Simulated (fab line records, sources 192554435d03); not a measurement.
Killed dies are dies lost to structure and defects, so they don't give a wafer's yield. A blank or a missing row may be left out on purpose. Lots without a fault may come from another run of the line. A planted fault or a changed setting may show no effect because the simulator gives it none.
fab line records | flow n5_finfet
record lots=7 wafers=39
route steps=1938 shown BEOL_M11@1575 BEOL_M14@1770
start_h: hours from the record's first day to the start of the lot's first wafer shown | wait_h: hours since the lot's step before | " the same as in the row above | L1.1+2: a row that stands for several wafers | - no value, or no start given | * or withheld: withheld | < > ~ a bound
route shown NAME@n: a module of which the file shows steps, and the number in the route of the first | usual: mean/standard deviation of fault-free wafers | same: alike in all rows | chamber/n: place in a boat | sites: the reading at each site | _std_site: their standard deviation | _edge_site: outer sites' mean less inner sites' | radius_mm: how far each site lies from the wafer's centre | mask NAME#n: copy n | behind: the tool/chamber that last shaped the wafer | hold: why the lot was held/for how many hours/how that ended | device: the transistor (n, p or np) that didn't switch | end of line: the same wafers' tests at the end of the route | a step without rows: its recipe alone | killed: dies lost to structure and defects at the first sort, not the wafer's yield | map: a wafer's dies, x killed, . not, _ none there
set.NAME: the setting as run; set.NAME@STEP: as run at that earlier step | model.NAME: the simulator's own value behind a step, which no gauge read
lots whose settings were changed on purpose; a table a step, a row a wafer
## steps
# step N5_BEOL_M11_VIA_ETCH_34
# recipe chemistry=C4F6/O2 target=SiCOH_lowk target_depth_a=1845 mask_material=SOC taper_deg=4 time_s=69.2 ion_energy_ev=250 pressure_mtorr=30 source_w=345 bias_w=185 Ar_flow_sccm=300 C4F6_flow_sccm=10 O2_flow_sccm=10
# columns lot.wafer tool chamber start_h wait_h set.target_depth_a model.etch.depth_nm model.SOC_of_BEOL_M11_COAT_63.thk_nm
L078.2 rie_diel-05 1 267.50 0.0 1845 174.7 92.6
L078.4 " 0 " " 1845 184.3 92
L078.6 " 1 " " 1845 175.3 92.2
L081.1 rie_diel-02 1 291.37 0.0 2304 219 90.2
L081.2 " 2 " " 1845 184.4 91.6
L081.3 " 3 " " 2304 224.8 90
L081.4 " 0 " " 2304 227.5 90
L081.5 " 1 " " 1845 176.1 92.2
L081.6 " 0 " " 1845 182.9 91.8
L087.1 rie_diel-02 0 345.59 0.0 1539 155.1 93
L087.2 " 1 " " 1845 177 92.2
L087.3 " 3 " " 1845 180.8 92.2
L087.4 " 2 " " 1845 191.7 91.6
L087.5 " 3 " " 1539 151.8 92.8
L087.6 " 0 " " 1539 155.1 92.8
L088.1 rie_diel-05 3 345.94 0.0 1845 183.7 92
L088.2 " 2 " " 1187 119.6 94.8
L088.3 " 0 " " 1187 119.7 95
L088.4 " 1 " " 1187 113 95.6
L088.5 " 2 " " 1845 186.5 92.2
L088.6 " 1 " " 1845 175.9 92.8
L094.1 rie_diel-06 0 389.51 0.0 2568 264.4 88.2
L094.2 " 3 " " 2568 259.5 88.8
L094.3 " 1 " " 1845 180.6 92
L094.4 " 2 " " 1845 193.6 91.6
L094.5 " 2 " " 1845 194.5 91.2
L094.6 " 1 " " 2568 250 89.2
L097.1 rie_diel-06 0 399.70 0.0 1845 186.9 92
L097.2 " 1 " " 2558 246.6 89.4
L097.3 " 2 " " 2558 266.7 88.6
L097.4 " 3 " " 2558 257.6 88.8
L097.5 " 3 " " 1845 185.9 91.8
L097.6 " 2 " " 1845 192.6 91.4
L095.1 rie_diel-06 2 406.61 0.0 798.6 84.66 96
L095.2 " 0 " " 798.6 82.41 96.2
L095.3 " 3 " " 1845 188.1 91.6
L095.4 " 1 " " 798.6 78.13 96.4
L095.5 " 1 " " 1845 180.4 92.2
L095.6 " 2 " " 1845 194.5 91.2
# step N5_BEOL_M14_DEP_53
# recipe material=SiCN target_thk_a=500 temp_c=withheld precursor=3MS/NH3 pressure_torr=3 rf_w=675 time_s=17.8
# columns lot.wafer tool chamber start_h wait_h set.time_s model.SiCN_of_BEOL_M14_DEP_53.thk_nm
L078.2 pecvd-01 2 285.31 0.0 17.8 49.4
L078.4 " 0 " " 17.8 51.6
L078.6 " 1 " " 17.8 50.2
L081.1 pecvd-02 0 319.32 0.0 17.8 50
L081.2 " 2 " " 17.8 50.8
L081.3 " 1 " " 11.74 33.6
L081.4 " 1 " " 11.74 33.4
L081.5 " 2 " " 17.8 51.6
L081.6 " 0 " " 11.74 34.4
L087.1 pecvd-02 1 365.62 0.0 17.8 50.4
L087.2 " 2 " " 17.8 50
L087.3 " 0 " " 17.8 50.6
L087.4 " 0 " " 23.97 68
L087.5 " 2 " " 23.97 68.2
L087.6 " 1 " " 23.97 67.6
L088.1 pecvd-01 1 368.30 0.0 17.8 49.8
L088.2 " 2 " " 9.288 26.4
L088.3 " 0 " " 17.8 50
L088.4 " 1 " " 9.288 27.2
L088.5 " 0 " " 17.8 51
L088.6 " 2 " " 9.288 27
L094.1+2+3 pecvd-03 1,2,0 411.12 0.0 17.8 50
L094.4 " 1 " " 17.8 51
L094.5 " 0 " " 17.8 50.8
L094.6 " 2 " " 17.8 51.2
L097.1 pecvd-01 0 426.55 0.0 17.8 49
L097.2 " 2 " " 17.8 49.6
L097.3+4 " 0,2 " " 17.8 50
L097.5 " 0 " " 17.8 50.2
L097.6 " 2 " " 17.8 50.6
L095.1 pecvd-03 1 427.25 0.0 22.34 60.8
L095.2 " 0 " " 17.8 49.8
L095.3 " 2 " " 17.8 48.8
L095.4 " 1 " " 22.34 62.6
L095.5 " 2 " " 22.34 61.8
L095.6 " 0 " " 17.8 50.2
## key
split step=N5_BEOL_M11_VIA_ETCH_34 setting=target_depth_a stated=1845 by=wafer
response step=N5_BEOL_M11_VIA_ETCH_34 reading=model.etch.depth_nm change=+1.8 per=1% r=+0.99
response step=N5_BEOL_M11_VIA_ETCH_34 reading=model.SOC_of_BEOL_M11_COAT_63.thk_nm change=-0.0757 per=1% r=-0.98
split step=N5_BEOL_M14_DEP_53 setting=time_s stated=17.8 by=wafer
response step=N5_BEOL_M14_DEP_53 reading=model.SiCN_of_BEOL_M14_DEP_53.thk_nm change=+0.494 per=1% r=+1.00
